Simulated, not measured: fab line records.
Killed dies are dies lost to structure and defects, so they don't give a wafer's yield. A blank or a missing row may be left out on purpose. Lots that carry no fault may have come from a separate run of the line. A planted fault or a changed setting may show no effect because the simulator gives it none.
A lot that was struck, set against a sound lot :: flow n5_finfet :: 15 out of 1938 route steps
Sound: wafers L551.4, L551.5, L551.6. Wafers L560.2, L560.3, L560.5 were the ones struck. The cause comes at the end.
Order at every step that has rows: each side's tool, ch and its chambers, its first start. Under that, the readings that differ: sound wafers :: struck wafers :: difference of the means :: sigmas: that difference in standard deviations of wafers without a fault.
alike: words and numbers the same on both sides, and readings whose means are apart by under 2 such deviations; not compared: readings that were withheld, readings missing a value for some wafer, numbers with overlapping values and no deviation given by the record, and bounds like >300 which may hide the same value.
Wherever a step has rows on one side only, a row that says differs or no value, or a row with sigmas, the two part there. Numbers that have no deviation but don't overlap get no sigmas and don't part them. A reading that every wafer of one side lacks parts them only if that side has two wafers or more.

first, 1 step without rows for these wafers: N5_HKMG_FIN_ETCHBACK_68 (etches the open film in Cl2/Ar, stops on HfO2, target depth 0.5 nm).
N5_HKMG_FIN_STRIP_69: strips in N2/H2, time 360 s.
  sound on plasma_asher-01 ch 0,1, day 5 07:58; struck on plasma_asher-01 ch 0,1, day 7 12:56
  alike: drypump_motor_current_A, heater_power_w
  not compared: rf_hours_counter_h
N5_HKMG_FIN_ALD_21: deposits TiN, target thk 1.5 nm, pulse time 1 s, purge time 3 s.
  sound on ald_metal-03 ch 2,3, day 5 08:14; struck on ald_metal-02 ch 1,2,3, day 7 13:19
  alike: heater_power_w, precursor_pulse_height_rel, susceptor_temp_C
  not compared: since_wet_clean_h
then, 4 steps without rows for these wafers: N5_HKMG_FIN_ALD_72 (deposits W, target thk 2 nm, pulse time 1 s, purge time 2 s); N5_HKMG_FIN_W_FILL_22 (material W, target thk 60 nm, time 18.2 s); N5_HKMG_FIN_PRECLEAN_83 (cleans in DIW, time 57.5 s); N5_HKMG_FIN_SRD_84 (dry time 32 s).
N5_HKMG_FIN_CMP_23: polishes, stops on SiNx, t overpolish 10 s, target thk 46.326 nm.
  sound on cmp-03 ch 0,2,3, day 5 09:00; struck on cmp-01 ch 0,2,3, day 7 14:00
  alike: head_pressure_psi, motor_current_A, overpolish_run_s, time_to_endpoint_s
N5_HKMG_FIN_CMP_94: polishes, stops on SiNx, t overpolish 4.7 s, target thk 43.299 nm.
  sound on cmp-03 ch 0,2,3, day 5 09:20; struck on cmp-01 ch 0,2,3, day 7 14:23
  alike: head_pressure_psi, motor_current_A
N5_HKMG_FIN_INSPECT_28: inspects for defects (darkfield).
  struck on defect_inspect-02, day 7 14:34; sound on defect_inspect-02, day 5 09:28
  alike: raw_defect_count
then, 1 step without rows for these wafers: N5_GATE_CUT_ETCHBACK_00 (etches W in SF6/Cl2).
N5_GATE_CUT_ETCH_56: etches TiN in Cl2/Ar, target depth 21.6 nm.
  sound on rie_metal-01 ch 0,1, day 5 09:40; struck on rie_metal-02 ch 0,1, day 7 14:43
reading: mfc_cl2_sccm (sccm)
sound: 39.99 39.83 39.89
struck: 30.80 30.78 30.80
difference: -9.11
sigmas: -76

reading: throttle_valve_pct (%)
sound: 20.2 20.2 20.6
struck: 19.1 19.1 19.1
difference: -1.2
sigmas: -3
  alike: drypump_motor_current_A, oes_product_au, rf_fwd_power_W
  not compared: rf_hours_counter_h
N5_GATE_CUT_ETCHBACK_30: etches TiN in Cl2/Ar, target depth 3 nm.
  sound on rie_metal-01 ch 0,1, day 5 09:44; struck on rie_metal-02 ch 0,1, day 7 14:48
reading: rf_fwd_power_W (W)
sound: 589.9 590.4 590.3
struck: 584.3 585.2 585.0
difference: -5.4
sigmas: -2
  alike: drypump_motor_current_A, mfc_cl2_sccm, oes_product_au, throttle_valve_pct
  not compared: rf_hours_counter_h
-- record jumps: 4 days separate the struck wafers' starts on either side; left off in module GATE_CUT, taken up again in module BEOL_M4, whose first shown step is the route's number 1111 --
N5_BEOL_M4_RC_MEAS_101:
  sound on prober-02 ch 0, day 9 07:36; struck on prober-01 ch 0, day 11 16:01
reading: DIBL_N (mV/V)
sound: 34.2 31.8 34.7
struck: 36.8 40.6 39.8
difference: +5.5
sigmas: +3

reading: DIBL_P (mV/V)
sound: 33.6 32.2 35.2
struck: 37.7 41.0 40.7
difference: +6.1
sigmas: +3

reading: IOFF_N (nA/um)
sound: 0.11 0.08 0.12
struck: 0.16 0.24 0.21
difference: +0.10
sigmas: +3

reading: IOFF_P (nA/um)
sound: 0.15 0.14 0.17
struck: 0.23 0.29 0.27
difference: +0.11
sigmas: +3

reading: ION_N (uA/um)
sound: 656 638 657
struck: 687 693 682
difference: +37
sigmas: +3

reading: SS_N (mV/dec)
sound: 71.0 70.5 70.5
struck: 72.1 72.9 72.6
difference: +1.9
sigmas: +3

reading: VT_N (mV)
sound: 256 260 253
struck: 248 243 248
difference: -10
sigmas: -3

reading: VT_P (mV)
sound: -254 -257 -252
struck: -248 -247 -247
difference: +7
sigmas: +2
  alike: ION_P, SS_P
after that, 1 step had no rows for these wafers: N5_PASSIVATION_PROBE_49.

== WHERE THEY PART ==
Earliest at N5_GATE_CUT_ETCH_56; latest, in this record, at N5_BEOL_M4_RC_MEAS_101.

WHY: what the simulator had put in
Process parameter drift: rie_metal-02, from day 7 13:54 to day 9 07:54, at N5_GATE_CUT_ETCH_56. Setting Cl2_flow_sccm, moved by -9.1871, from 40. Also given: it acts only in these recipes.
